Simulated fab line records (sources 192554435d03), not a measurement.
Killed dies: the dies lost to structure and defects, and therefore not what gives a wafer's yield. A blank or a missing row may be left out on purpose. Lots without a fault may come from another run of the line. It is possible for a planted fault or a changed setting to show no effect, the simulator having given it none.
Lot-split experiment    flow n5_finfet    21 wafers read from 7 lots, route of 1938 steps

THE SPLIT ITSELF
At N5_SD_EPI_N_EPI_21 (deposits Si:P, time 690 s), the setting epi_growth_time_s was moved away from the recipe's 690 s on 7 of the 21 wafers read, by -7.2% to +9.8%. This setting was run at the recipe's value on the other wafers.

FROM THE SPLIT TO THE READING: what the file shows between them, 5 steps
- N5_SD_EPI_P_COAT_34: time 60 s, resist thk 350 nm (also split here: spin_rpm)
- N5_SD_EPI_P_COAT_35: time 60 s, resist thk 35 nm
- N5_SD_EPI_P_COAT_03: resist thk 150 nm
- N5_SD_ACTIVATION_RTA_00: time 0 s
- N5_SD_ACTIVATION_LSA_01: time 0.0008 s

THE READING
At N5_SD_ACTIVATION_RS_MEAS_03, a four-point-probe measurement gives RS_SD_N in ohm/sq. Typical for fault-free wafers on this fab line: 22.0 ohm/sq, with standard deviation 0.3 ohm/sq.

wafer   tool, chamber at the split  epi_growth_time_s as run, s  against the recipe  RS_SD_N, ohm/sq  against lot-mates on the recipe
L078.1  epi_rpcvd-04, 0             640.4                        -7.2%               22.9             +0.8
L078.2  epi_rpcvd-04, 0             690                          recipe              22.3             -
L078.6  epi_rpcvd-04, 0             690                          recipe              21.8             -
L079.1  epi_rpcvd-04, 0             757.8                        +9.8%               20.5             no lot-mate on the recipe
L079.3  epi_rpcvd-04, 0             757.8                        +9.8%               20.1             no lot-mate on the recipe
L079.5  epi_rpcvd-04, 0             757.8                        +9.8%               20.5             no lot-mate on the recipe
L080.2  epi_rpcvd-04, 0             690                          recipe              22.0             -
L080.3  epi_rpcvd-04, 0             750                          +8.7%               20.8             -1.1
L080.4  epi_rpcvd-04, 0             690                          recipe              21.8             -
L082.2  epi_rpcvd-03, 0             690                          recipe              21.7             -
L082.5  epi_rpcvd-03, 0             690                          recipe              21.6             -
L082.6  epi_rpcvd-03, 0             690                          recipe              21.7             -
L084.4  epi_rpcvd-03, 0             690                          recipe              22.5             -
L084.5  epi_rpcvd-03, 0             690                          recipe              22.4             -
L084.6  epi_rpcvd-03, 0             690                          recipe              22.0             -
L093.1  epi_rpcvd-03, 0             663.4                        -3.9%               22.9             +0.7
L093.3  epi_rpcvd-03, 0             663.4                        -3.9%               23.1             +0.9
L093.4  epi_rpcvd-03, 0             690                          recipe              22.2             -
L097.1  epi_rpcvd-04, 0             690                          recipe              21.6             -
L097.3  epi_rpcvd-04, 0             690                          recipe              21.9             -
L097.6  epi_rpcvd-04, 0             690                          recipe              21.7             -

THE FIT
A straight line over all 21 wafers: RS_SD_N changes by -0.162 ohm/sq for each +1% of epi_growth_time_s; r = -0.93; the points scatter about the line by 0.3 ohm/sq.
The same after taking each lot's own level away (the mean of its wafers on the recipe; 18 wafers): -0.138 ohm/sq for each +1%; r = -0.92; scatter 0.18 ohm/sq.
That fit puts the effect of the largest move of epi_growth_time_s on the reading at 1.4 ohm/sq.
From 21.67 to 22.30 ohm/sq: that is the span of the lots' own levels, equal to 2.1 times the standard deviation above.
In other words, the slope is changed by the lot-to-lot level; the two fits disagree.
Check: -1.27 ohm/sq against its lot-mates is what the line predicts for one of the wafers moved furthest among these (+8.7%) when that wafer is left out of the fit. It came out at -1.1 ohm/sq against them.

FURTHER SPLITS ON THESE WAFERS
Other splits were also applied to these wafers ahead of the reading. Each is held against what the fit with the lots' levels taken away leaves over:
other split on the same wafers           wafers away from the commonest value  r with RS_SD_N (lot level and that fit taken away)
N5_ZERO_LAYER_EXPOSE_08 dose_mj          9                                     -0.18
N5_ZERO_LAYER_DEVELOP_10 develop_time_s  12                                    -0.17
N5_FIN_SAQP_ETCH_34 source_w             7                                     +0.41
N5_SD_EPI_P_COAT_34 spin_rpm             9                                     +0.10

THE WHOLE CHAIN: every reading that the file lists as answering this split, in the file's order
step                         what it does                  reading                                                                          change (the file's fit)                r (the file's)
N5_SD_EPI_N_EPI_21           deposits Si:P, time 690 s     Si-P_of_SD_EPI_N_EPI_21.thk_nm (the simulator's own value, which no gauge read)  +0.365 nm for each +1% of the setting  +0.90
N5_SD_ACTIVATION_RS_MEAS_03  measures by four-point-probe  RS_SD_N                                                                          -0.128 for each +1% of the setting     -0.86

THE FILE'S OWN FIT
RS_SD_N changes by -0.128 ohm/sq for each +1% of epi_growth_time_s, r = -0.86.
